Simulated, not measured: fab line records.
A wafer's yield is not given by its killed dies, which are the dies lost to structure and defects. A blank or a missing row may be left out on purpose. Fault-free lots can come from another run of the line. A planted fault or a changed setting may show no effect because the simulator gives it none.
Comparing a struck lot with a sound one -- flow n5_finfet -- 15 steps out of a route of 1938
Sound: the wafers L187.2, L187.4, L187.6. Struck: wafers L197.3, L197.6. The cause is named last.
Each step with rows lists, per side, the tool, then ch with its chambers, then its first start. Under that, the readings that differ: sound wafers -- struck wafers -- difference of the means -- sigmas: that difference in standard deviations of wafers without a fault.
alike: readings with means less than 2 such deviations apart, plus words and numbers identical on both sides. not compared: withheld readings, readings lacking a value on some wafer, bounds such as >300 that could conceal the same value, and numbers that have no deviation in the record and whose values overlap.
A row with sigmas, a row that says differs or no value, or rows on one side alone: a step with any of these is where the two part. When numbers do not overlap yet have no deviation, they are printed without sigmas and do not part them. A reading that every wafer of one side lacks parts them only if that side has two wafers or more.

first, 8 steps without rows for these wafers: N5_BEOL_M10_COAT_63 (time 60 s, resist thk 100 nm); N5_BEOL_M10_COAT_64 (time 60 s, resist thk 30 nm); N5_BEOL_M10_COAT_22 (resist thk 90 nm); N5_BEOL_M10_EBR_24; N5_BEOL_M10_SOFTBAKE_23 (time 60 s); N5_BEOL_M10_EXPOSE_25 (exposes mask V9); N5_BEOL_M10_PEB_26 (peb time 60 s); N5_BEOL_M10_DEVELOP_27 (develop time 30 s).
N5_BEOL_M10_CD_MEAS_28 targets a cd of 70 nm.
  sound on cd_sem-03 ch 0, day 11 03:10; struck on cd_sem-03 ch 0, day 12 20:58
  alike: cd_nm
N5_BEOL_M10_OVL_MEAS_29:
  sound on overlay-02 ch 0, day 11 03:11; struck on overlay-02 ch 0, day 12 21:00
  alike: V9_OVL
N5_BEOL_M10_INSPECT_30: inspects for defects (brightfield).
  sound on defect_inspect-02, day 11 03:13; struck on defect_inspect-02, day 12 21:01
  alike: raw_defect_count
N5_BEOL_M10_DESCUM_33: chemistry O2, time 7.9 s.
  sound on rie_diel-06 ch 0,2,3, day 11 03:15; struck on rie_diel-05 ch 2, day 12 21:04
reading,sound,struck,difference,sigmas
showerhead_plenum_p_Torr (Torr),2.17 2.07 2.12,2.01 2.01,-0.11,-2
  alike: drypump_motor_current_A, oes_product_au, rf_vpp_V, throttle_valve_pct
  not compared: rf_hours_counter_h
N5_BEOL_M10_ETCH_65: etches SiARC in CF4, target depth 39 nm, time 65 s.
  sound on rie_diel-06 ch 0,2,3, day 11 03:17; struck on rie_diel-05 ch 2, day 12 21:05
reading,sound,struck,difference,sigmas
etch_rf_on_time_s (s),69.1 64.9 63.0,45.9 46.1,-19.7,-9
showerhead_plenum_p_Torr (Torr),2.21 2.11 2.19,2.04 2.04,-0.13,-3
  alike: drypump_motor_current_A, oes_product_au, rf_vpp_V, throttle_valve_pct
  not compared: rf_hours_counter_h
N5_BEOL_M10_ETCH_66: etches SOC in N2/H2, target depth 120 nm, overetch 24 nm, time 180 s.
  sound on rie_diel-06 ch 0,2,3, day 11 03:20; struck on rie_diel-05 ch 2, day 12 21:08
reading,sound,struck,difference,sigmas
showerhead_plenum_p_Torr (Torr),2.62 2.48 2.59,2.40 2.40,-0.16,-2
  alike: drypump_motor_current_A, oes_product_au, rf_vpp_V, throttle_valve_pct
  not compared: rf_hours_counter_h
N5_PASSIVATION_PROBE_49:
  only the struck wafers here have rows in the record (prober-01, day 14 19:16); the sound ones have none

== WHERE THEY PART ==
Earliest at N5_BEOL_M10_DESCUM_33; latest, in this record, at N5_PASSIVATION_PROBE_49.

WHY: what the simulator had put in
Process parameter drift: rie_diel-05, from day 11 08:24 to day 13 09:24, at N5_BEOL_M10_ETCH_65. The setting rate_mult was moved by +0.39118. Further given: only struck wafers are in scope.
